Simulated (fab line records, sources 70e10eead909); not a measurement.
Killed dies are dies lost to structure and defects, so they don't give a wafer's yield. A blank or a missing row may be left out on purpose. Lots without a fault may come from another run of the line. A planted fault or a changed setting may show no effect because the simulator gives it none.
Chamber matching | flow nand_harc | NHARC_P_CONTACT_DEP_30 on pecvd-04: 3 sister chambers
The step deposits SiNx, target thk 30 nm. 6 wafers are shown with their chamber, then 11 later ones without.

WAFERS WITH THEIR CHAMBER
wafer  | chamber | heater_power_w (W)
L079.3 | 1       | 639
L084.1 | 0       | 652
L087.1 | 0       | 600
L087.2 | 1       | 543
L087.3 | 2       | 798
L090.1 | 2       | 719

WAFERS WITHOUT THEIR CHAMBER
wafer  | heater_power_w (W)
L090.2 | 597
L090.3 | 668
L095.1 | 639
L095.3 | 575
L095.4 | 658
L097.1 | 569
L097.2 | 799
L097.5 | 569
L097.3 | 659
L097.4 | 769
L097.6 | 666

WHICH CHAMBER EACH WENT THROUGH
wafer  | from the rows above          | in truth
L090.2 | can't be placed: 1 or 0      | 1
L090.3 | can't be placed: 0 or 1 or 2 | 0
L095.1 | can't be placed: 0 or 1 or 2 | 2
L095.3 | can't be placed: 1 or 0      | 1
L095.4 | can't be placed: 0 or 1 or 2 | 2
L097.1 | can't be placed: 1 or 0      | 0
L097.2 | 2                            | 2
L097.5 | can't be placed: 1 or 0      | 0
L097.3 | can't be placed: 0 or 1 or 2 | 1
L097.4 | 2                            | 2
L097.6 | can't be placed: 0 or 1 or 2 | 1
Placed correctly: 2 of 11. Can't be placed from these rows: 9 (the true chamber is among the candidates in 9). Placed wrongly: 0.
How it was worked out, from the rows above alone: a wafer's distance from a chamber is the root of the sum, over the readings, of the square of ((its reading less the chamber's mean) divided by the reading's scatter). The wafer belongs to the nearest chamber; if the next one is less than 2 further off, it can't be placed. A chamber's mean is the mean of its shown wafers. The scatter: the root of (the sum of the squares of (reading less its chamber's mean) over the shown wafers, divided by (wafers less chambers)).
